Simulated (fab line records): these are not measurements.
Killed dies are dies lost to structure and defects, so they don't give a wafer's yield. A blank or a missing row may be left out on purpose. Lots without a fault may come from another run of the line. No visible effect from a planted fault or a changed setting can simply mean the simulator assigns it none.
Code-filled problem report in 8D (eight disciplines) form	flow nand harc	the parts of the form that need people (team, actions taken, sign-off) are left out

1. PROBLEM STATEMENT
Mean of cd nm at NHARC_A_CHANNEL_HOLE_D1_CD_MEAS_10: 109.9 nm across 2 wafers in 2 lots; on wafers with no fault it is 99.9 nm (standard deviation 0.52). That is +19 standard deviations from the usual mean.
The step: target cd 100 nm.
The first sign was on wafer L525.1 at day 17 08:25, on cd sem-02. The record has a number at this step for 30 wafers belonging to 10 lots. The rule behind "out" and "out of limits": a value lying over 4 standard deviations away from the usual mean. The rest of the wafers with a number are treated as sound.

2. WHAT IT IS, AND WHAT IT ISN'T
question	is	is not
which readings at this step	cd nm	-
which lots	L525, L526	L505, L506, L507, L509, L511, L515, L517, L527
which wafers of those lots	L525.1, L526.1	L525.3, L525.4, L526.2, L526.3
read on which gauges	cd sem-02	cd sem-01, cd sem-03
when	from day 17 08:25	up to then (23 sound wafers); but 5 sound wafers of L526, L527 came after

3. WHAT RULES OUT EACH SUSPECT
Counting: any tool at a process step up to the reading remains a suspect provided it ran every lot that is out. Sound lots after the first of them don't rule it out here, since some wafers of a struck lot are sound.
- the gauge at NHARC_A_CHANNEL_HOLE_D1_CD_MEAS_10: ruled out. All the wafers that are out were read on cd sem-02, but those of them that NHARC_A_CHANNEL_HOLE_D1_CD_MEAS_18 has rows for are out there too, on other tools.
- arfi scanner-01 at NHARC_A_CHANNEL_HOLE_D1_EXPOSE_07 (exposes mask HOLE D1, target cd 100 nm): kept. Ran every lot that is out, first one L525 (day 17 08:16); last sound lot up to then L511 (day 11 16:51).
Left after counting: arfi scanner-01 at NHARC_A_CHANNEL_HOLE_D1_EXPOSE_07.

4. THE CAUSE (what the simulator had put in)
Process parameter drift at NHARC_A_CHANNEL_HOLE_D1_EXPOSE_07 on arfi scanner-01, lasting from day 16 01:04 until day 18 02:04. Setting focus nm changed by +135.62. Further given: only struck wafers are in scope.
This tool alone remained once counting was done.

5. THE CHAIN OF EFFECTS, in route order
Each row: a reading where the mean over the struck wafers with a number is more than 3 standard deviations away from the usual. Only readings for which the record gives a usual standard deviation are gone through. hours: the time from each lot's start at the first step in this table that gives one to its start at this step, as a median over the lots. sigmas: the change in usual standard deviations.
hours	step	reading	usual	on struck wafers	change	sigmas
0	NHARC_A_CHANNEL_HOLE_D1_CD_MEAS_10	cd nm	99.9 nm	109.9	+10.0	+19
2	NHARC_A_CHANNEL_HOLE_D1_CD_MEAS_18	cd nm	100.6 nm	115.9	+15.3	+5.5
12	NHARC_A_CHANNEL_HOLE_D1_CD_MEAS_30	cd nm	90.0 nm	99.9	+9.9	+5.8
12	NHARC_A_CHANNEL_HOLE_D1_XSEM_31	bot cd nm	74.6 nm	83.8	+9.2	+4.9
Its process steps:
- NHARC_A_CHANNEL_HOLE_D1_XSEM_31
Later steps that measure or inspect, where all struck wafers having a row at the step show a number for every such reading and not one has moved that far: NHARC_END_SORT_01.

6. HOW IT WOULD HAVE BEEN CAUGHT EARLIER
In this record the first reading out of limits at a measuring or inspecting step was taken at day 17 08:25, 31 hours after the fault began at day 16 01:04.
L526, from the lots that are out (2), started NHARC_A_CHANNEL_HOLE_D1_EXPOSE_07 on arfi scanner-01 later than day 17 08:25. A tool hold placed at that time would have kept it from harm.
